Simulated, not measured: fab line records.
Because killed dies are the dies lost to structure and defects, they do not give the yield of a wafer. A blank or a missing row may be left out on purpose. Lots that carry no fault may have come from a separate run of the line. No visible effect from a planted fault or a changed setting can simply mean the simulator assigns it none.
Matching of chambers -- flow n5 finfet -- N5_BEOL_M12_TRENCH_ETCH_34 on rie diel-03: 4 sister chambers
The step etches SiOC in C4F8/O2/Ar, target depth 318.95 nm, time 125.5 s. 4 wafers are shown with their chamber, then 7 later ones without.

## WAFERS, EACH WITH ITS CHAMBER
wafer,chamber,throttle valve pct (%)
L080.4,0,24.68
L080.6,2,24.35
L081.3,3,24.03
L081.4,1,23.90

## WAFERS MISSING THEIR CHAMBER
wafer,throttle valve pct (%)
L081.5,23.91
L083.4,24.06
L083.5,24.37
L083.6,23.92
L095.4,24.09
L095.5,24.42
L095.6,24.09

## EACH ONE'S CHAMBER
wafer,from the rows above,in truth
L081.5,1,1
L083.4,3,3
L083.5,2,2
L083.6,1,1
L095.4,3,3
L095.5,2,2
L095.6,3,3
Correct placement for 7 of the 7. Not placeable from these rows: 0. Placed wrongly: 0.
How it was worked out, from the rows above alone: a wafer's distance from a chamber is the root of the sum, over the readings, of the square of ((its reading less the chamber's mean) divided by the reading's scatter). If the next closest chamber is less than 2 further off than the closest, the wafer can't be placed; otherwise it belongs to the closest. A chamber's mean is the mean of its shown wafers. The scatter: with one shown wafer a chamber, the root of the mean of the squares of how far each hidden wafer lies from its nearest shown one.
